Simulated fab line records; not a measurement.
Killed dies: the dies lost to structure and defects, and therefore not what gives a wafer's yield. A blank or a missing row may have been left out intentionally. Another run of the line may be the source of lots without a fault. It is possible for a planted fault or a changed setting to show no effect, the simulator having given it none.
Comparing a struck lot with a sound one || flow nandHarc || 14 steps out of a route of 1159
Sound: these wafers, L777.2, L777.4, L777.5. Wafers L790.1, L790.2, L790.3 were the ones struck. The cause is given at the end.
Each step with rows lists, per side, the tool, then ch with its chambers, then its first start. Under that, the readings that differ: sound wafers || struck wafers || difference of the means || sigmas: that difference in standard deviations of wafers without a fault.
alike: words and numbers the same on both sides, and readings whose means are apart by under 2 such deviations; not compared: readings that were withheld, readings missing a value for some wafer, numbers with overlapping values and no deviation given by the record, and bounds like >300 which may hide the same value.
A row with sigmas, a row that says differs or no value, or rows on one side alone: a step with any of these is where the two part. Numbers that have no deviation but don't overlap get no sigmas and don't part them. A reading missing from all wafers of one side parts the sides only when that side holds two or more wafers.

NHARC_A_ZERO_WELL_INSPECT_17:
  sound on defectInspect-02, day 9 06:38; struck on defectInspect-01, day 10 20:37
{"reading": "rawDefectCount", "sound": "10 26 11", "struck": "2 6 5", "difference": -11, "sigmas": -2}
then, 3 steps without rows for these wafers: NHARC_A_SOURCE_PLATE_PRECLEAN_00 (cleans in HF-LAST, time 60 s); NHARC_A_SOURCE_PLATE_SRD_01; NHARC_A_SOURCE_PLATE_OXIDE_02 (material SiO2, target thk 10 nm, ox time 1362 s).
NHARC_A_SOURCE_PLATE_THK_MEAS_09: measures by ellipsometry.
  sound on filmMetro-01, day 9 14:02; struck on filmMetro-01, day 11 03:44
  alike: thkNm
then, 3 steps without rows for these wafers: NHARC_A_SOURCE_PLATE_PVD_04 (deposits WSi2, target thk 50 nm); NHARC_A_SOURCE_PLATE_CVD_03 (deposits poly-Si, target thk 200 nm, time 4000 s); NHARC_A_SOURCE_PLATE_ANNEAL_05 (time 1800 s).
NHARC_A_SOURCE_PLATE_THK_MEAS_06: measures by ellipsometry.
  sound on filmMetro-02, day 10 02:01; struck on filmMetro-02, day 11 16:47
  alike: thkNm
NHARC_A_SOURCE_PLATE_INSPECT_08:
  sound on defectInspect-02, day 10 02:04; struck on defectInspect-01, day 11 16:53
  alike: rawDefectCount
NHARC_A_ONON_D1_DEP_00: target thk 1000 nm.
  sound on pecvdOnon-04 ch 0, day 10 02:32; struck on pecvdOnon-03 ch 0, day 11 16:58
  alike: nh3FlowSccm
NHARC_A_ONON_D1_THK_MEAS_02: measures by ellipsometry.
  sound on filmMetro-01, day 10 02:59; struck on filmMetro-01, day 11 17:28
{"reading": "thkNm (nm)", "sound": "1014 1015 1015", "struck": "585 584 584", "difference": -430, "sigmas": -44}
then, no rows for these wafers at 1 step: NHARC_A_ONON_D1_DEP_03 (target thk 1000 nm).
-- record jumps: 16 days between struck wafers' starts before vs after; left off in module A_ONON_D1, resumes in module END, first step shown is number 1159 of the route --
NHARC_END_SORT_01:
  the record has rows for the struck wafers here (prober-01 ch 0, day 27 10:24) and none for the sound ones

## WHERE THEY PART
At NHARC_A_ZERO_WELL_INSPECT_17 first; at NHARC_END_SORT_01 last (within this record only).

WHY: what the simulator had put in
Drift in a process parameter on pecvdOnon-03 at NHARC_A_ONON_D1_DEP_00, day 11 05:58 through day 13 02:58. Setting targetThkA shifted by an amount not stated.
